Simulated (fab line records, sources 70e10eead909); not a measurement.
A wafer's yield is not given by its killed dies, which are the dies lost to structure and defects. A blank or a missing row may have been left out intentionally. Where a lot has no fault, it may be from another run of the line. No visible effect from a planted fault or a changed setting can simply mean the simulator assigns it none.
fab line records	flow nand-harc	part 2 of 2: steps 4 to 6 of 6
[record] lots = 23	wafers = 69	last-day = 33
route steps=1302 shown A_CONTACT@1027
lots that met no fault: taken from a fault-free run of the same line
start-h: the number of hours between the record's first day and the start of the first shown wafer of the lot	wait-h: hours since the lot's step before	" unchanged from the row above	L1.1+2: one row covering several wafers at once	- either no value or no given start	* or withheld: withheld	< > ~ a bound
route shown NAME@n: names a module that has steps shown in the file, with the first one's number in the route	usual: average and standard deviation across the fault-free wafers	same: alike in all rows	chamber/n: place in a boat	sites: readings site by site	_std_site: the values' standard deviation	_edge_site: the outer-site mean with the inner-site mean subtracted	radius-mm: for every site, how far away it sits from the centre of the wafer	mask NAME#n: copy n	behind: tool/chamber where the wafer was last shaped	hold: what put the lot on hold/how long, in hours/how the hold closed	device: the transistor (n, p or np) that didn't switch	end of line: tests run on the same wafers once the route is complete	step lacking rows: just its recipe	killed: at the first sort, the dies lost to defects and structure; wafer yield is something else	map: the dies of a wafer, with x for killed, . for not killed, _ for no die there
set.NAME: the run value of the setting; set.NAME@STEP: its run value at that earlier step	model.NAME: the simulator's own value behind a step, which no gauge read
one table for each step of the route and one row for each wafer, over a sample of lots
services: from which hour (start-h, from the record's first day; less than 0 if before it) a tool's chamber was out of use, for how many hours, and why
[[steps]]
[step NHARC_A_CONTACT_ETCH_78]
[recipe] target-depth-a = 53000	over-etch-frac = 0.3	time-s = 1378	ion-energy-ev = 150	o2-flow-sccm = 400	cos-flow-sccm = 20	ar-flow-sccm = 0	rf-w = 500	bias-w = 300	chemistry = O2/COS
[usual] drypump-motor-current-A = 5.9/0.39	mfc-ar-sccm = 0.017/0.013	oes-product-au = 0.999/0.0094	rf-vpp-V = 315.7/1.8	showerhead-plenum-p-Torr = 3.23/0.12	throttle-valve-pct = 28.330/0.0088
[same] over-etch-frac = 0.3
lot.wafer	tool	chamber	start-h	wait-h	drypump-motor-current-A	mfc-ar-sccm	oes-product-au	rf-hours-counter-h	rf-vpp-V	showerhead-plenum-p-Torr	throttle-valve-pct
L074.2	rie-diel-12	2	-	-	6.2	0	1.021	11	312.0	2.98	28.310
L074.4	"	3	"	"	5.8	0	1.020	11	318.0	3.37	28.337
L074.1	"	0	"	"	5.9	0.006	0.987	12	317.5	3.34	28.324
L075.2	rie-diel-05	0	-	-	5.4	0.042	0.987	15	317.1	3.30	28.324
L075.5	"	1	"	"	6.5	0.014	0.986	-	315.1	3.29	28.326
L075.6	"	2	"	"	5.7	0.019	0.995	-	318.0	3.36	28.332
L076.2	rie-diel-05	2	-	-	5.7	0.019	0.998	18	317.0	3.36	28.335
L076.1	"	0	"	"	5.5	0.042	1.000	16	316.7	3.30	28.345
L076.5	"	1	"	"	6.6	0.014	0.994	-	317.7	3.29	28.329
L077.3	rie-diel-05	3	-	-	5.9	0.020	1.008	17	315.6	3.17	28.330
L077.2	"	2	"	"	5.7	0.019	1.009	19	316.8	3.36	28.332
L077.6	"	3	"	"	5.9	0.020	0.999	-	313.7	3.17	28.318
L078.3	rie-diel-05	0	-	-	5.5	0.042	1.007	19	317.0	3.30	28.337
L078.1	"	3	"	"	5.9	0.020	0.999	19	314.5	3.17	28.318
L078.5	"	1	"	"	6.6	0.014	0.984	-	316.4	3.29	28.331
L079.2	rie-diel-05	1	-	-	6.6	0.014	0.981	17	315.5	3.28	28.323
L079.6	"	2	"	"	5.7	0.019	0.986	-	319.0	3.36	28.331
L079.5	"	3	"	"	5.9	0.020	1.000	-	315.1	3.17	28.324
L081.4	rie-diel-05	0	-	-	5.4	0.042	1.003	22	316.6	3.30	28.314
L081.3	"	1	"	"	6.6	0.014	0.981	19	316.7	3.28	28.349
L081.6	"	0	"	"	5.5	0.042	1.010	-	316.5	3.30	28.323
L082.4	rie-diel-05	3	-	-	5.9	0.020	0.998	24	315.6	3.17	28.321
L082.1	"	1	"	"	6.6	0.014	0.990	20	316.2	3.28	28.301
L082.6	"	3	"	"	5.9	0.020	0.998	-	315.6	3.17	28.322
L080.3	rie-diel-05	2	-	-	5.7	0.019	0.996	26	317.7	3.36	28.334
L080.1	"	3	"	"	5.9	0.020	0.997	25	314.7	3.17	28.340
L080.5	"	0	"	"	5.5	0.042	0.995	-	315.1	3.30	28.330
L083.2	rie-diel-05	1	-	-	6.6	0.014	1.005	1	315.9	3.28	28.342
L083.4	"	2	"	"	5.7	0.019	1.010	1	318.3	3.36	28.346
L083.6	"	0	"	"	5.5	0.042	1.004	-	315.8	3.30	28.347
L085.2	rie-diel-12	0	-	-	5.9	0.006	0.981	48	316.5	3.32	28.346
L085.3	"	1	"	"	5.8	0.002	0.993	49	315.5	3.20	28.318
L085.1	"	3	"	"	5.8	0	1.000	49	316.4	3.35	28.337
L084.2	rie-diel-05	3	-	-	5.9	0.020	1.002	4	317.2	3.16	28.350
L084.3	"	0	"	"	5.4	0.042	1.004	3	316.0	3.30	28.332
L084.5	"	2	"	"	5.7	0.019	0.992	-	318.2	3.36	28.322
L086.3	rie-diel-05	3	-	-	5.8	0.020	1.015	5	314.8	3.16	28.328
L086.5	"	1	"	"	6.6	0.014	0.993	-	316.2	3.28	28.317
L086.6	"	2	"	"	5.7	0.019	1.013	-	315.6	3.36	28.332
L087.1	rie-diel-05	3	-	-	5.9	0.020	1.007	8	313.4	3.16	28.328
L087.2	"	1	"	"	6.6	0.014	0.992	11	315.9	3.28	28.333
L087.6	"	3	"	"	5.9	0.020	1.004	-	315.8	3.16	28.326
L089.3	rie-diel-06	1	-	-	5.7	0	1.002	61	314.1	3.08	28.325
L089.1	"	3	"	"	5.9	0.015	1.005	43	311.5	2.99	28.317
L089.6	"	0	"	"	5.6	0	1.018	-	313.4	2.96	28.333
L090.3	rie-diel-06	1	-	-	5.7	0	0.998	62	313.0	3.08	28.334
L090.1	"	3	"	"	5.9	0.015	0.990	44	312.0	2.99	28.320
L090.5	"	2	"	"	5.0	0	0.997	-	315.1	3.28	28.333
L088.4	rie-diel-06	3	-	-	5.9	0.015	0.990	46	314.4	2.99	28.335
L088.6	"	3	"	"	5.9	0.015	0.985	-	312.9	2.99	28.338
L088.5	"	0	"	"	5.6	0	1.000	-	312.9	2.96	28.338
L091.3	rie-diel-05	2	-	-	5.7	0.019	1.001	16	317.1	3.35	28.320
L091.6	"	0	"	"	5.5	0.042	1.005	-	317.0	3.29	28.322
L091.4	"	3	"	"	5.9	0.020	1.001	-	313.4	3.16	28.332
L093.1	rie-diel-12	3	-	-	5.8	0	1.002	16	316.6	3.34	28.332
L093.2	"	1	"	"	5.8	0.002	0.980	19	314.7	3.18	28.330
L093.3	"	2	"	"	6.3	0	1.003	17	311.4	2.95	28.327
L094.2	rie-diel-05	2	-	-	5.7	0.019	1.000	19	317.6	3.35	28.318
L094.1	"	0	"	"	5.5	0.042	0.992	17	315.6	3.29	28.332
L094.4	"	1	"	"	6.6	0.014	1.005	18	315.9	3.27	28.324
L092.2	rie-diel-06	2	-	-	5.0	0	1.021	7	316.7	3.28	28.342
L092.1	"	0	"	"	5.6	0	1.006	6	312.1	2.96	28.324
L092.3	"	1	"	"	5.7	0	1.014	7	312.8	3.07	28.314
L097.3	rie-diel-12	3	-	-	5.8	0	1.007	30	319.1	3.33	28.339
L097.2	"	0	"	"	5.9	0.006	0.984	33	316.2	3.30	28.328
L097.6	"	2	"	"	6.2	0	1.016	-	311.5	2.94	28.333
L096.1	rie-diel-05	2	-	-	5.7	0.019	1.006	27	318.5	3.34	28.322
L096.2	"	0	"	"	5.4	0.042	0.996	23	316.7	3.29	28.333
L096.6	"	1	"	"	6.6	0.014	1.005	-	315.5	3.27	28.333
[step NHARC_A_CONTACT_ETCH_133]
[recipe] source-w = withheld	pressure-mtorr = 20	bias-v = 400	time-s = 374	target-depth-a = 16100	ar-flow-sccm = withheld	c4f8-flow-sccm = 11.5	o2-flow-sccm = 7.2	chemistry = C4F8/O2/Ar
[usual] oes-air-line-au = 1.001/0.022
lot.wafer	tool	chamber	start-h	wait-h	oes-air-line-au	rf-hours-counter-h
L074.1	har-cap-etch-02	1	493.02	0.1	0.992	79
L074.2	"	0	"	"	1.033	79
L074.4	"	1	"	"	0.997	-
L075.2	har-cap-etch-03	1	510.53	0.2	0.978	46
L075.6	"	0	"	"	1.011	-
L075.5	"	1	"	"	0.974	-
L076.2	har-cap-etch-02	0	517.80	0.1	1.013	87
L076.1	"	1	"	"	0.979	87
L076.5	"	0	"	"	1.019	-
L077.2	har-cap-etch-01	1	520.64	0.2	0.977	1
L077.3	"	0	"	"	1.003	-
L077.6	"	0	"	"	1.004	-
L078.1	har-cap-etch-02	1	538.76	0.2	1.014	90
L078.3	"	0	"	"	1.011	-
L078.5	"	1	"	"	0.969	-
L079.2	har-cap-etch-02	1	551.99	0.1	0.960	92
L079.6	"	1	"	"	0.966	-
L079.5	"	0	"	"	0.946	-
L081.4	har-cap-etch-01	0	578.41	0.2	0.983	-
L081.3	"	1	"	"	1.004	-
L081.6	"	0	"	"	0.972	-
L082.1	har-cap-etch-02	1	581.04	0.2	1.011	96
L082.4	"	1	"	"	1.000	-
L082.6	"	1	"	"	1.029	-
L080.1	har-cap-etch-03	1	584.24	0.1	1.001	58
L080.3	"	0	"	"	1.019	-
L080.5	"	0	"	"	1.040	-
L083.2	har-cap-etch-03	0	606.93	0.2	0.995	61
L083.4	"	1	"	"	0.979	-
L083.6	"	0	"	"	1.031	-
L085.2	har-cap-etch-01	0	607.50	0.1	1.021	14
L085.1	"	1	"	"	0.970	14
L085.3	"	0	"	"	1.027	-
L084.2	har-cap-etch-01	1	624.01	0.2	0.987	17
L084.3	"	0	"	"	1.018	-
L084.5	"	0	"	"	1.009	-
L086.3	har-cap-etch-02	0	633.24	0.3	0.982	-
L086.5	"	1	"	"	1.021	-
L086.6	"	0	"	"	0.981	-
L087.2	har-cap-etch-02	1	649.95	0.1	0.998	108
L087.1	"	0	"	"	0.998	108
L087.6	"	1	"	"	1.010	-
L089.1	har-cap-etch-01	0	651.71	0.3	1.016	22
L089.3	"	1	"	"	0.972	-
L089.6	"	1	"	"	0.958	-
L090.1	har-cap-etch-03	1	653.36	0.1	1.014	72
L090.3	"	0	"	"	1.014	-
L090.5	"	0	"	"	1.007	-
L088.4	har-cap-etch-01	1	659.15	0.3	1.007	-
L088.5	"	0	"	"	1.019	-
L088.6	"	1	"	"	0.974	-
L091.3	har-cap-etch-02	0	677.38	0.2	0.996	-
L091.4	"	1	"	"	1.011	-
L091.6	"	0	"	"	1.011	-
L093.2	har-cap-etch-01	1	691.77	0.1	0.994	30
L093.1	"	0	"	"	1.010	30
L093.3	"	1	"	"	1.028	-
L094.2	har-cap-etch-02	0	694.98	0.1	1.004	116
L094.1	"	1	"	"	1.007	116
L094.4	"	0	"	"	0.970	-
L092.2	har-cap-etch-01	1	697.58	0.1	0.997	32
L092.1	"	0	"	"	1.013	32
L092.3	"	1	"	"	1.013	-
L097.2	har-cap-etch-03	0	720.08	0.1	1.006	86
L097.3	"	0	"	"	0.992	-
L097.6	"	1	"	"	1.009	-
L096.1	har-cap-etch-01	0	720.45	0.1	0.991	37
L096.2	"	1	"	"	1.033	37
L096.6	"	1	"	"	1.028	-
[step NHARC_A_CONTACT_ETCH_138]
[recipe] source-w = withheld	pressure-mtorr = 20	bias-v = 1200	time-s = 311	target-depth-a = 19140	ar-flow-sccm = withheld	c4f8-flow-sccm = withheld	o2-flow-sccm = withheld	chemistry = C4F8/O2/Ar
[usual] oes-air-line-au = 0.999/0.02
lot.wafer	tool	chamber	start-h	wait-h	oes-air-line-au	rf-hours-counter-h
L074.2	har-cap-etch-03	1	500.47	0.2	0.996	42
L074.1	"	0	"	"	1.020	42
L074.4	"	0	"	"	0.998	-
L075.2	har-cap-etch-03	1	520.27	0.2	0.989	48
L075.5	"	0	"	"	1.004	-
L075.6	"	1	"	"	0.994	-
L076.1	har-cap-etch-02	0	526.57	0.2	1.012	88
L076.2	"	1	"	"	1.032	88
L076.5	"	1	"	"	0.988	-
L077.2	har-cap-etch-01	1	529.67	0.2	1.010	3
L077.3	"	0	"	"	1.003	-
L077.6	"	0	"	"	1.023	-
L078.1	har-cap-etch-01	0	545.38	0.2	1.016	4
L078.3	"	1	"	"	0.911	-
L078.5	"	1	"	"	0.979	-
L079.2	har-cap-etch-03	1	562.00	0.2	1.004	53
L079.5	"	0	"	"	0.967	-
L079.6	"	1	"	"	0.994	-
L081.3	har-cap-etch-01	0	585.14	0.2	0.958	-
L081.4	"	1	"	"	0.981	-
L081.6	"	1	"	"	1.022	-
L082.1	har-cap-etch-02	1	587.80	0.2	1.003	97
L082.4	"	1	"	"	1.016	-
L082.6	"	0	"	"	0.989	-
L080.1	har-cap-etch-03	1	591.06	0.2	0.967	59
L080.3	"	0	"	"	1.004	-
L080.5	"	1	"	"	0.984	-
L083.2	har-cap-etch-03	0	613.64	0.2	1.003	62
L083.4	"	0	"	"	1.006	-
L083.6	"	0	"	"	0.988	-
L085.1	har-cap-etch-01	1	614.33	0.2	0.996	15
L085.2	"	0	"	"	1.008	15
L085.3	"	1	"	"	0.999	-
L084.2	har-cap-etch-03	0	632.73	0.2	1.005	66
L084.3	"	0	"	"	1.030	-
L084.5	"	0	"	"	1.034	-
L086.3	har-cap-etch-01	0	642.38	0.2	1.007	-
L086.6	"	0	"	"	0.974	-
L086.5	"	1	"	"	1.022	-
L087.1	har-cap-etch-02	0	657.59	0.2	0.959	109
L087.2	"	1	"	"	1.005	109
L087.6	"	1	"	"	0.988	-
L089.1	har-cap-etch-03	1	659.23	0.2	1.015	73
L089.3	"	1	"	"	1.004	-
L089.6	"	1	"	"	0.985	-
L090.1	har-cap-etch-02	0	661.43	0.2	0.997	110
L090.3	"	1	"	"	0.995	-
L090.5	"	0	"	"	0.994	-
L088.4	har-cap-etch-03	1	666.67	0.2	1.008	-
L088.5	"	1	"	"	0.982	-
L088.6	"	0	"	"	0.990	-
L091.4	har-cap-etch-03	1	686.73	0.2	1.016	-
L091.3	"	0	"	"	0.998	-
L091.6	"	0	"	"	1.023	-
L093.1	har-cap-etch-02	1	698.54	0.2	1.004	117
L093.2	"	0	"	"	1.032	117
L093.3	"	1	"	"	1.013	-
L094.2	har-cap-etch-03	0	701.79	0.2	1.015	82
L094.1	"	1	"	"	1.021	82
L094.4	"	0	"	"	0.983	-
L092.2	har-cap-etch-01	0	704.74	0.2	1.019	33
L092.1	"	1	"	"	1.027	33
L092.3	"	1	"	"	1.010	-
L097.2	har-cap-etch-02	0	730.82	0.2	0.968	122
L097.3	"	1	"	"	0.992	-
L097.6	"	0	"	"	0.974	-
L096.2	har-cap-etch-03	1	732.54	0.2	1.005	87
L096.1	"	0	"	"	0.975	87
L096.6	"	0	"	"	0.995	-
[[services]]
tool	chamber	start-h	hours	kind
rie-diel-05	1	464.61	10.0	repair
rie-diel-05	0	464.68	-	clean
rie-diel-05	2	464.68	-	clean
rie-diel-05	3	464.68	-	clean
rie-diel-12	1	466.41	5.9	repair
rie-diel-06	-	484.22	9.0	pm
acl-dep-03	-	484.47	13.0	pm
rie-diel-05	0	489.18	-	clean
rie-diel-06	3	496.22	11.6	repair
har-cap-etch-01	-	499.04	17.0	pm
acl-dep-01	-	551.65	13.0	pm
rie-diel-05	-	552.11	0.1	repair
rie-diel-06	3	554.15	5.6	repair
rie-diel-05	-	583.82	9.0	pm
har-cap-etch-03	-	596.57	0.5	repair
acl-dep-02	-	608.41	13.0	pm
rie-diel-12	-	622.92	9.0	pm
har-cap-etch-02	-	623.39	1.3	repair
rie-diel-06	-	661.27	9.0	pm
rie-diel-05	1	666.27	8.2	repair
acl-dep-03	-	668.00	13.0	pm
rie-diel-06	3	716.09	3.7	repair
rie-diel-06	0	719.90	6.0	repair
acl-dep-02	-	730.26	2.4	repair
